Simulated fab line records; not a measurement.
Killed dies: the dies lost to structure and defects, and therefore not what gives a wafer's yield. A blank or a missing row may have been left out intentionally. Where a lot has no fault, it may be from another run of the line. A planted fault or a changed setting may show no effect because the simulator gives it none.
Split-lot experiment :: flow n5Finfet :: 21 wafers read from 7 lots, route of 1938 steps

## ABOUT THE SPLIT
At N5_BEOL_M0_TRENCH_ETCH_107 (etches SiOC in C4F6/O2, target depth 32.8 nm, time 16.4 s), the setting targetDepthA was moved away from the recipe's 328 angstrom on 6 of the 21 wafers read, by -11.7% to +10.5%. For the rest of the wafers, this setting stayed at what the recipe calls for.

## BETWEEN THE SPLIT AND THE READING: the file shows 1 step in between
- N5_BEOL_M0_STRIP_142: strips in N2/H2, time 10 s

## THE READING
trenchDepthNm, in nm, at N5_BEOL_M0_OCD_MEAS_108. Fault-free wafers of this fab line usually give 32.3 nm, standard deviation 0.69 nm.

wafer: L074.4
tool, chamber at the split: rieDiel-01, 2
targetDepthA as run, angstrom: 328
against the recipe: recipe
trenchDepthNm, nm: 32.6
against lot-mates on the recipe: -

wafer: L074.5
tool, chamber at the split: rieDiel-01, 1
targetDepthA as run, angstrom: 339.4
against the recipe: +3.5%
trenchDepthNm, nm: 35.0
against lot-mates on the recipe: +2.4

wafer: L074.6
tool, chamber at the split: rieDiel-01, 2
targetDepthA as run, angstrom: 339.4
against the recipe: +3.5%
trenchDepthNm, nm: 33.8
against lot-mates on the recipe: +1.2

wafer: L081.1
tool, chamber at the split: rieDiel-04, 3,2
targetDepthA as run, angstrom: 328
against the recipe: recipe
trenchDepthNm, nm: 32.2
against lot-mates on the recipe: -

wafer: L081.5
tool, chamber at the split: rieDiel-04, 3,2
targetDepthA as run, angstrom: 328
against the recipe: recipe
trenchDepthNm, nm: 32.8
against lot-mates on the recipe: -

wafer: L081.6
tool, chamber at the split: rieDiel-04, 3
targetDepthA as run, angstrom: 289.6
against the recipe: -11.7%
trenchDepthNm, nm: 28.3
against lot-mates on the recipe: -4.2

wafer: L084.2
tool, chamber at the split: rieDiel-01, 1
targetDepthA as run, angstrom: 328
against the recipe: recipe
trenchDepthNm, nm: 33.2
against lot-mates on the recipe: -

wafer: L084.4
tool, chamber at the split: rieDiel-01, 3
targetDepthA as run, angstrom: 328
against the recipe: recipe
trenchDepthNm, nm: 34.4
against lot-mates on the recipe: -

wafer: L084.6
tool, chamber at the split: rieDiel-01, 3
targetDepthA as run, angstrom: 328
against the recipe: recipe
trenchDepthNm, nm: 32.8
against lot-mates on the recipe: -

wafer: L086.2
tool, chamber at the split: rieDiel-04, 2
targetDepthA as run, angstrom: 328
against the recipe: recipe
trenchDepthNm, nm: 32.5
against lot-mates on the recipe: -

wafer: L086.3
tool, chamber at the split: rieDiel-04, 3
targetDepthA as run, angstrom: 328
against the recipe: recipe
trenchDepthNm, nm: 32.1
against lot-mates on the recipe: -

wafer: L086.4
tool, chamber at the split: rieDiel-04, 1
targetDepthA as run, angstrom: 328
against the recipe: recipe
trenchDepthNm, nm: 33.0
against lot-mates on the recipe: -

wafer: L088.2
tool, chamber at the split: rieDiel-04, 2
targetDepthA as run, angstrom: 328
against the recipe: recipe
trenchDepthNm, nm: 31.5
against lot-mates on the recipe: -

wafer: L088.4
tool, chamber at the split: rieDiel-04, 3
targetDepthA as run, angstrom: 328
against the recipe: recipe
trenchDepthNm, nm: 31.9
against lot-mates on the recipe: -

wafer: L088.6
tool, chamber at the split: rieDiel-04, 0
targetDepthA as run, angstrom: 328
against the recipe: recipe
trenchDepthNm, nm: 31.6
against lot-mates on the recipe: -

wafer: L093.1
tool, chamber at the split: rieDiel-04, 2
targetDepthA as run, angstrom: 362.6
against the recipe: +10.5%
trenchDepthNm, nm: 35.3
against lot-mates on the recipe: +2.8

wafer: L093.2
tool, chamber at the split: rieDiel-04, 1
targetDepthA as run, angstrom: 328
against the recipe: recipe
trenchDepthNm, nm: 32.9
against lot-mates on the recipe: -

wafer: L093.3
tool, chamber at the split: rieDiel-04, 0
targetDepthA as run, angstrom: 328
against the recipe: recipe
trenchDepthNm, nm: 32.1
against lot-mates on the recipe: -

wafer: L094.2
tool, chamber at the split: rieDiel-01, 1
targetDepthA as run, angstrom: 306.8
against the recipe: -6.5%
trenchDepthNm, nm: 30.8
against lot-mates on the recipe: -1.0

wafer: L094.3
tool, chamber at the split: rieDiel-01, 2
targetDepthA as run, angstrom: 328
against the recipe: recipe
trenchDepthNm, nm: 31.8
against lot-mates on the recipe: -

wafer: L094.4
tool, chamber at the split: rieDiel-01, 3
targetDepthA as run, angstrom: 306.8
against the recipe: -6.5%
trenchDepthNm, nm: 31.2
against lot-mates on the recipe: -0.6
Rows listing several chambers each stand for several wafers; the file does not say which wafer went through which chamber.

FIT RESULTS
A straight line over all 21 wafers: trenchDepthNm changes by +0.314 nm for each +1% of targetDepthA; r = +0.87; the points scatter about the line by 0.76 nm.
The same after taking each lot's own level away (the mean of its wafers on the recipe; 21 wafers): +0.288 nm for each +1%; r = +0.90; scatter 0.61 nm.
According to that fit, moving targetDepthA by its largest amount changes the reading by 3.4 nm.
Across the lots, their own levels run from 31.67 to 33.47 nm, a range of 2.6 times the standard deviation given above.
Hence the lot-to-lot level has little effect on the slope; both slopes agree.
Check: for one of the wafers moved furthest among these (-11.7%), held out of the fit, the line's prediction against its lot-mates is -2.57 nm. Against them it came out at -4.2 nm.

## OTHER SPLITS APPLIED TO THESE WAFERS
Note: prior to the reading, these wafers also went through further splits. Each is held against what the fit with the lots' levels taken away leaves over:
other split on the same wafers: N5_MOL_CONTACT_COAG_COAT_75 spinRpm
wafers away from the commonest value: 5
r with trenchDepthNm (lot level and that fit taken away): -0.33

other split on the same wafers: N5_MOL_CONTACT_COAG_VIA_ETCH_117 biasW
wafers away from the commonest value: 6
r with trenchDepthNm (lot level and that fit taken away): +0.17

other split on the same wafers: N5_MOL_CONTACT_COAG_CVD_140 targetThkA
wafers away from the commonest value: 9
r with trenchDepthNm (lot level and that fit taken away): -0.28

other split on the same wafers: N5_BEOL_M0_CUTY_ETCH_63 timeS
wafers away from the commonest value: 9
r with trenchDepthNm (lot level and that fit taken away): +0.02

## THE WHOLE CHAIN: every reading that the file lists as answering this split, in the file's order
step: N5_BEOL_M0_TRENCH_ETCH_107
what it does: etches SiOC in C4F6/O2, target depth 32.8 nm, time 16.4 s
reading: BEOL_M0.featureDepthNm (the simulator's own value, which no gauge read)
change (the file's fit): +0.307 nm for each +1% of the setting
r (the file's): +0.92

step: N5_BEOL_M0_OCD_MEAS_108
what it does: 
reading: trenchDepthNm
change (the file's fit): +0.297 nm for each +1% of the setting
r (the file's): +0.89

## FILE'S OWN FIT
trenchDepthNm changes by +0.297 nm for each +1% of targetDepthA, r = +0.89.
